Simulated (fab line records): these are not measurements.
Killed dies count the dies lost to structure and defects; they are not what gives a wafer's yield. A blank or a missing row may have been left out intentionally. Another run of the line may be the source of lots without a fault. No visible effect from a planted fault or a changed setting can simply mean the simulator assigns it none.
A struck lot beside a sound one || flow nandHarc || 17 out of 1159 route steps
Sound: wafers L404.4, L404.5, L404.6. Struck: wafer L408.1 (left out: L408.2, L408.4 of the same lot, which were not struck); the cause appears at the end.
For every step that has rows: the tool of each side, followed by ch and its chambers, followed by its first start. Under that, the readings that differ: sound wafers || struck wafers || difference of the means || sigmas: that difference in standard deviations of wafers without a fault.
alike: words and numbers the same on both sides, and readings whose means are apart by under 2 such deviations; not compared: readings that were withheld, readings missing a value for some wafer, numbers with overlapping values and no deviation given by the record, and bounds like >300 which may hide the same value.
A row with sigmas, a row that says differs or no value, or rows on one side alone: a step with any of these is where the two part. Non-overlapping numbers with no deviation appear without sigmas and do not part them. Lack of a reading on every wafer of one side parts them only where that side has two or more wafers.

NHARC_P_GATE_CD_MEAS_46: the cd target is 720 nm.
  sound on cdSem-02 ch 0, day 8 10:32; struck on cdSem-03 ch 0, day 9 04:25
  alike: cdNm
then, 1 step without rows for these wafers: NHARC_P_GATE_HARDBAKE_47 (time 80 s).
NHARC_P_GATE_DESCUM_48: chemistry O2, time 3 s.
  sound on rieDiel-09 ch 0,1,2, day 8 10:43; struck on rieDiel-02 ch 2, day 9 04:34
  alike: drypumpMotorCurrentA, mfcArSccm, oesProductAu, rfVppV, showerheadPlenumPTorr, throttleValvePct
  not compared: rfHoursCounterH
then, 1 step without rows for these wafers: NHARC_P_GATE_IMPLANT_49.
NHARC_P_GATE_STRIP_111: strips in N2/H2, time 250 s.
  sound on plasmaAsher-02 ch 0,1, day 8 11:20; struck on plasmaAsher-02 ch 1, day 9 04:56
{"reading": "rfHoursCounterH (h)", "sound": "- - -", "struck": 1, "difference": "no value on the sound wafers", "sigmas": ""}
  alike: drypumpMotorCurrentA, heaterPowerW
NHARC_P_GATE_STRIP_75: strips in O2.
  sound on plasmaAsher-02 ch 0,1, day 8 11:31; struck on plasmaAsher-02 ch 1, day 9 05:15
{"reading": "rfHoursCounterH (h)", "sound": "- - -", "struck": 2, "difference": "no value on the sound wafers", "sigmas": ""}
  alike: drypumpMotorCurrentA, heaterPowerW
then, 6 steps without rows for these wafers: NHARC_P_GATE_STRIP_50 (strips in SPM, time 900 s); NHARC_P_GATE_DEHYDRATE_51 (time 120 s); NHARC_P_GATE_HMDS_52 (time 30 s); NHARC_P_GATE_COAT_53; NHARC_P_GATE_SOFTBAKE_54 (time 95 s); NHARC_P_GATE_EBR_55.
NHARC_P_GATE_EXPOSE_56: exposes mask P PSD, target cd 720 nm.
  sound on krfScanner-04 ch 0, day 8 12:09; struck on krfScanner-04 ch 0, day 9 06:01
  alike: mask
then, 2 steps without rows for these wafers: NHARC_P_GATE_PEB_57 (peb time 85 s); NHARC_P_GATE_DEVELOP_58 (time 70 s).
NHARC_P_GATE_CD_MEAS_59: the cd target is 720 nm.
  sound on cdSem-01 ch 0, day 8 12:18; struck on cdSem-01 ch 0, day 9 06:11
{"reading": "cdNm (nm)", "sound": "723.2 722.2 719.5", "struck": 732.5, "difference": "+10.9", "sigmas": "+5"}
then, 1 step without rows for these wafers: NHARC_P_GATE_HARDBAKE_60 (time 80 s).

## WHERE THEY PART
Earliest at NHARC_P_GATE_STRIP_111; latest, in this record, at NHARC_P_GATE_CD_MEAS_59.

WHY: what the simulator had put in
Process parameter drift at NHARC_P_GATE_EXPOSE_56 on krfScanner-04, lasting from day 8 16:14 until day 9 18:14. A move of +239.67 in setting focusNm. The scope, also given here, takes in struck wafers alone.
